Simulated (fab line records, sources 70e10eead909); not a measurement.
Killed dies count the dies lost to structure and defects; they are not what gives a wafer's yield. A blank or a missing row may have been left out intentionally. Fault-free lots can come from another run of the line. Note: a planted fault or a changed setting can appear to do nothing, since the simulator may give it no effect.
Struck lot and sound lot, side by side | flow nandHarc | 17 steps out of a route of 1302
Sound: these wafers, L787.2, L787.4, L787.6. Struck: wafers L783.2, L783.4, L783.5. The cause comes at the end.
Per side, at each step with rows, come the tool, then ch with its chambers, and then its first start. Under that, the readings that differ: sound wafers | struck wafers | difference of the means | sigmas: that difference in standard deviations of wafers without a fault.
alike: words and numbers the same on both sides, and readings whose means are apart by under 2 such deviations; not compared: readings that were withheld, readings missing a value for some wafer, numbers with overlapping values and no deviation given by the record, and bounds like >300 which may hide the same value.
Wherever a step has rows on one side only, a row that says differs or no value, or a row with sigmas, the two part there. Numbers that have no deviation but don't overlap get no sigmas and don't part them. A reading missing from all wafers of one side parts the sides only when that side holds two or more wafers.

first, 1 step without rows for these wafers: NHARC_P_M1_SRD_25.
NHARC_P_M1_INSPECT_27:
  struck on defectInspect-01, day 12 10:22; sound on defectInspect-02, day 13 11:22
  alike: rawDefectCount
NHARC_P_M1_PRE_CLEAN_32: time 12 s.
  sound on pecvd-04 ch 0,2, day 13 11:26; struck on pecvd-02 ch 0,1,2, day 12 10:27
reading          | sound       | struck      | difference | sigmas
heaterPowerW (W) | 780 757 716 | 658 515 518 | -187       | -2
NHARC_P_M1_DEP_33: deposits SiCN, target thk 30 nm.
  sound on pecvd-04 ch 0,2, day 13 11:33; struck on pecvd-02 ch 0,1,2, day 12 10:35
  alike: heaterPowerW
then, 7 steps without rows for these wafers: NHARC_P_M2_DEP_00 (deposits SiOC, target thk 182.5 nm); NHARC_P_M2_DEHYDRATE_01 (time 120 s); NHARC_P_M2_HMDS_02 (time 30 s); NHARC_P_M2_COAT_34 (time 65 s); NHARC_P_M2_COAT_03 (resist thk 90 nm); NHARC_P_M2_SOFTBAKE_04 (time 55 s); NHARC_P_M2_EBR_05.
NHARC_P_M2_EXPOSE_06: exposes mask P M2, target cd 170 nm.
  sound on arfiScanner-01 ch 0, day 13 12:28; struck on arfiScanner-03 ch 0, day 12 11:29
reading                    | sound             | struck            | difference | sigmas
model.P_M2.overlayXNm (nm) | 1.223 1.223 1.223 | 37.92 37.92 37.92 | +36.70     | 
  alike: mask, focusOffsetNm
then, 2 steps without rows for these wafers: NHARC_P_M2_PEB_07 (peb time 65 s); NHARC_P_M2_DEVELOP_08 (develop time 35 s).
NHARC_P_M2_CD_MEAS_09 targets a cd of 170 nm.
  sound on cdSem-02 ch 0, day 13 12:37; struck on cdSem-03 ch 0, day 12 11:38
  alike: cdNm
NHARC_P_M2_OVL_MEAS_10: pitch 340 nm.
  struck on overlay-01, day 12 11:53; sound on overlay-02, day 13 12:41
reading         | sound       | struck         | difference | sigmas
overlayXNm (nm) | 1.5 1.3 1.5 | 37.6 37.6 37.5 | +36.1      | +55
  alike: overlayYNm
  not compared: hold
then, 1 step without rows for these wafers: NHARC_END_SORT_01.

== WHERE THEY PART ==
Earliest at NHARC_P_M1_PRE_CLEAN_32; latest, in this record, at NHARC_P_M2_OVL_MEAS_10.

WHY: whatever the simulator had introduced
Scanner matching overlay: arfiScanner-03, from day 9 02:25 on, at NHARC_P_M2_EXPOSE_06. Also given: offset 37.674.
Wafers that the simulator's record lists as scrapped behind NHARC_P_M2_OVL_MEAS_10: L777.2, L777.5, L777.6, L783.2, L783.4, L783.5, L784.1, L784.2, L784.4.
